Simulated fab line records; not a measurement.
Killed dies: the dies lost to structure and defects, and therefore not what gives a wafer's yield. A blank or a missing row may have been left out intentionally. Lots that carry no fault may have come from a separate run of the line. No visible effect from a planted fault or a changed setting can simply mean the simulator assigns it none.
Comparing a struck lot with a sound one / flow n5Finfet / 16 out of 1938 route steps
Sound: these wafers, L122.1, L122.4, L122.6. Wafers L115.2, L115.5, L115.6 were the ones struck. The cause is given at the end.
At each step with rows: each side's tool, then ch and its chambers, then its first start. Under that, the readings that differ: sound wafers / struck wafers / difference of the means / sigmas: that difference in standard deviations of wafers without a fault.
alike: readings whose means differ by less than 2 such deviations, and words and numbers that are the same on both sides. not compared: withheld readings, readings that some wafer has no value for, bounds like >300 that may hide the same value, and numbers for which the record gives no deviation and whose values overlap.
The two part at a step that has a row with sigmas, a row that says differs or no value, or rows on one side only. When numbers do not overlap yet have no deviation, they are printed without sigmas and do not part them. A reading missing from all wafers of one side parts the sides only when that side holds two or more wafers.

first, 4 steps without rows for these wafers: N5_BEOL_M7_SOFTBAKE_06 (time 60 s); N5_BEOL_M7_EXPOSE_08 (exposes mask M7); N5_BEOL_M7_PEB_09 (peb time 60 s); N5_BEOL_M7_DEVELOP_10 (develop time 30 s).
N5_BEOL_M7_CD_MEAS_11 targets a cd of 38.5 nm.
  sound on cdSem-03 ch 0, day 14 10:51; struck on cdSem-02 ch 0, day 12 15:59
  alike: cdNm
N5_BEOL_M7_OVL_MEAS_12:
  sound on overlay-01 ch 0, day 14 10:53; struck on overlay-01 ch 0, day 12 16:01
  alike: M7_OVL
N5_BEOL_M7_INSPECT_13: inspects for defects (brightfield).
  sound on defectInspect-01, day 14 10:54; struck on defectInspect-02, day 12 16:03
  alike: rawDefectCount
N5_BEOL_M7_DESCUM_16: chemistry O2, time 7.9 s.
  sound on rieDiel-02 ch 0,1,3, day 14 10:59; struck on rieDiel-06 ch 1,2, day 12 16:07
  alike: drypumpMotorCurrentA, oesProductAu, rfVppV, showerheadPlenumPTorr, throttleValvePct
  not compared: rfHoursCounterH
N5_BEOL_M7_ETCH_61: etches SiARC in CF4, target depth 45.5 nm, time 75.8 s.
  sound on rieDiel-02 ch 0,1,3, day 14 11:02; struck on rieDiel-06 ch 1,2, day 12 16:08
  alike: drypumpMotorCurrentA, etchRfOnTimeS, oesProductAu, rfVppV, showerheadPlenumPTorr, throttleValvePct
  not compared: rfHoursCounterH
N5_BEOL_M7_ETCH_62: etches SOC in N2/H2, target depth 110 nm, overetch 22 nm, time 165 s.
  sound on rieDiel-02 ch 0,1,3, day 14 11:05; struck on rieDiel-06 ch 1,2, day 12 16:12
  alike: drypumpMotorCurrentA, oesProductAu, rfVppV, showerheadPlenumPTorr, throttleValvePct
  not compared: rfHoursCounterH
then, 1 step without rows for these wafers: N5_BEOL_M7_STRIP_68 (strips in N2/H2).
N5_BEOL_M7_STRIP_67: strips in CF4.
  sound on rieDiel-02 ch 0,1,3, day 14 11:14; struck on rieDiel-06 ch 1,2, day 12 16:21
  alike: drypumpMotorCurrentA, oesProductAu, rfVppV, showerheadPlenumPTorr, throttleValvePct
  not compared: rfHoursCounterH
N5_BEOL_M7_HM_OPEN_17: chemistry Cl2/BCl3, target TiN, target depth 20 nm, overetch 6 nm.
  sound on rieMetal-01 ch 0,1, day 14 11:16; struck on rieMetal-01 ch 0,1, day 12 16:24
  no value came back on the struck wafers for any of 5 readings (bcl3FlowSccm (sccm), biasW (W) and others); on the sound wafers bcl3FlowSccm (sccm) reads 21.70 21.73 21.76
reading=model.SOC_of_BEOL_M7_COAT_59.thkNm (nm); sound=92.6 92.4 92.2; struck=100.2 100.2 100; difference=+7.7; sigmas=
  not compared: rfHoursCounterH
N5_BEOL_M7_STRIP_19: strips in O2.
  sound on rieDiel-06 ch 1,2,3, day 14 11:25; struck on rieDiel-02 ch 0,3, day 12 16:31
  alike: drypumpMotorCurrentA, oesProductAu, rfVppV, showerheadPlenumPTorr, throttleValvePct
  not compared: rfHoursCounterH
N5_BEOL_M7_CD_MEAS_18: pitch 80 nm, target cd 40 nm.
  sound on cdSem-01, day 14 11:29; struck on cdSem-02, day 12 16:35
reading=cdNm (nm); sound=39.1 39.0 39.1; struck=- - -; difference=no value on the struck wafers; sigmas=
then, 1 step without rows for these wafers: N5_BEOL_M7_COAT_63 (time 60 s, resist thk 60 nm).

== WHERE THEY PART ==
First at N5_BEOL_M7_HM_OPEN_17; last, within this record, at N5_BEOL_M7_CD_MEAS_18.

WHY: what had been put in by the simulator
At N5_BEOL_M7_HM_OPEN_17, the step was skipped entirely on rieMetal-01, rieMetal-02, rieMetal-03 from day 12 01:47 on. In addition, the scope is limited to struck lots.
